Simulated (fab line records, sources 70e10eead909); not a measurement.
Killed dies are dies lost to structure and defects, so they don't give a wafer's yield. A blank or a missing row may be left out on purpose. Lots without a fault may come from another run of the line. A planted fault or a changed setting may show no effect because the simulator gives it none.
Which tool did it? | flow nand_harc | 11 lots, 33 wafers sampled, at 1 step of a route of 1302

WHAT THE GAUGES READ, wafer by wafer
NHARC_A_CHANNEL_HOLE_D2_OVL_MEAS_11.
lot  | measured     | on         | overlay_x_nm (nm)
L620 | day 13 05:13 | overlay-02 | -0.7 -1.0 -1.5
L621 | day 13 11:11 | overlay-01 | 0.2 -0.2 0.5
L623 | day 14 09:19 | overlay-01 | -1.8 -1.2 -1.6
L627 | day 17 10:19 | overlay-01 | 0.5 0.1 0.0
L630 | day 17 21:26 | overlay-01 | 0.2 0.3 0.5
L629 | day 17 21:52 | overlay-02 | 0.8 0.7 0.9
L631 | day 18 02:25 | overlay-02 | -0.7 0.1 -0.4
L632 | day 18 06:05 | overlay-02 | -0.1 -0.4 -0.5
L640 | day 21 06:07 | overlay-02 | 1.0 -0.3 -0.4
L641 | day 22 10:26 | overlay-02 | -0.8 -1.2 -1.1
L642 | day 22 12:13 | overlay-01 | 1.0 1.3 1.4

WHICH TOOL RAN EACH LOT (tool, then ch and the chambers of the sampled wafers, then the start)
The record holds no process step before these readings.

THE ANSWER, worked out from the rows above alone
Rule: what is usual is taken from the lots themselves. Put in order of their means at a reading, lots are off if they are a third of the lots or fewer, leave a main group of 4 or more, and stand apart from it by a gap of 3 or more times the standard deviation of the main group's means; of several such gaps the widest counts. A main group whose means are all the same, to the digits that the tables above print for the reading, isn't used. A lot without any number at a reading at which 4 lots or more have one is off too. The other lots that the step has rows for count as sound.
No lot is off at any reading shown: from this, nothing can be told.

WHAT THE SIMULATOR HAD PUT IN
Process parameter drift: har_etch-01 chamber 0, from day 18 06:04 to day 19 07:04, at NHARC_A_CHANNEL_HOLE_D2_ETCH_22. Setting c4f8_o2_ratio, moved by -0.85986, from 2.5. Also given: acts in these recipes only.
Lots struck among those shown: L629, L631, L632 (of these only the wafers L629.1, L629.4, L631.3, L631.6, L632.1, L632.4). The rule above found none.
